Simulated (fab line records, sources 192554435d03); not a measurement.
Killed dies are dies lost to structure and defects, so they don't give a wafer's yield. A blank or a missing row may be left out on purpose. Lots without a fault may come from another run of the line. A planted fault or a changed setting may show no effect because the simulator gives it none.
Chamber matching | flow n5_finfet | N5_BEOL_M0_SAQP_PECVD_00 on pecvd-01: 3 sister chambers
The step deposits SiCN from 3MS/NH3, target thk 8 nm, time 14 s. 3 wafers are shown with their chamber, then 10 later ones without.

WAFERS WITH THEIR CHAMBER
wafer  | chamber | throttle_valve_pct (%)
L085.4 | 0       | 10.0
L089.3 | 1       | 9.6
L089.5 | 2       | 8.6

WAFERS WITHOUT THEIR CHAMBER
wafer  | throttle_valve_pct (%)
L089.6 | 9.9
L090.1 | 10.0
L090.2 | 9.0
L090.4 | 8.7
L094.1 | 10.2
L094.3 | 9.9
L094.4 | 10.4
L095.1 | 10.4
L095.2 | 10.0
L095.5 | 10.4

WHICH CHAMBER EACH WENT THROUGH
wafer  | from the rows above     | in truth
L089.6 | can't be placed: 0 or 1 | 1
L090.1 | can't be placed: 0 or 1 | 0
L090.2 | can't be placed: 2 or 1 | 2
L090.4 | 2                       | 2
L094.1 | can't be placed: 0 or 1 | 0
L094.3 | can't be placed: 0 or 1 | 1
L094.4 | can't be placed: 0 or 1 | 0
L095.1 | can't be placed: 0 or 1 | 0
L095.2 | can't be placed: 0 or 1 | 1
L095.5 | can't be placed: 0 or 1 | 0
Placed correctly: 1 of 10. Can't be placed from these rows: 9 (the true chamber is among the candidates in 9). Placed wrongly: 0.
How it was worked out, from the rows above alone: a wafer's distance from a chamber is the root of the sum, over the readings, of the square of ((its reading less the chamber's mean) divided by the reading's scatter). The wafer belongs to the nearest chamber; if the next one is less than 2 further off, it can't be placed. A chamber's mean is the mean of its shown wafers. The scatter: with one shown wafer a chamber, the root of the mean of the squares of how far each hidden wafer lies from its nearest shown one.
